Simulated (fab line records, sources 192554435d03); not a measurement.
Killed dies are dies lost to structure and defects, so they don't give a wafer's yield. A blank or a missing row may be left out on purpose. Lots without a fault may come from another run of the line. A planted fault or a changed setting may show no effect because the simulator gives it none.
Chamber matching | flow n5_finfet | N5_BEOL_M8_CURE_74 on uv_cure-03: 3 sister chambers
The step cures SiCOH lowk, time 240 s. 3 wafers are shown with their chamber, then 9 later ones without.

WAFERS WITH THEIR CHAMBER
wafer  | chamber | wafer_temp_C_max
L080.6 | 0       | 387.0
L084.6 | 1       | 386.2
L086.6 | 2       | 387.3

WAFERS WITHOUT THEIR CHAMBER
wafer  | wafer_temp_C_max
L093.2 | 387.6
L093.3 | 387.2
L093.4 | 388.1
L095.1 | 388.3
L095.4 | 388.3
L095.5 | 387.8
L096.1 | 386.2
L096.2 | 386.2
L096.4 | 385.8

WHICH CHAMBER EACH WENT THROUGH
wafer  | from the rows above          | in truth
L093.2 | can't be placed: 2 or 0 or 1 | 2
L093.3 | can't be placed: 2 or 0 or 1 | 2
L093.4 | can't be placed: 2 or 0 or 1 | 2
L095.1 | can't be placed: 2 or 0 or 1 | 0
L095.4 | can't be placed: 2 or 0 or 1 | 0
L095.5 | can't be placed: 2 or 0 or 1 | 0
L096.1 | can't be placed: 1 or 0 or 2 | 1
L096.2 | can't be placed: 1 or 0 or 2 | 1
L096.4 | can't be placed: 1 or 0 or 2 | 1
Placed correctly: 0 of 9. Can't be placed from these rows: 9 (the true chamber is among the candidates in 9). Placed wrongly: 0.
How it was worked out, from the rows above alone: a wafer's distance from a chamber is the root of the sum, over the readings, of the square of ((its reading less the chamber's mean) divided by the reading's scatter). The wafer belongs to the nearest chamber; if the next one is less than 2 further off, it can't be placed. A chamber's mean is the mean of its shown wafers. The scatter: with one shown wafer a chamber, the root of the mean of the squares of how far each hidden wafer lies from its nearest shown one.
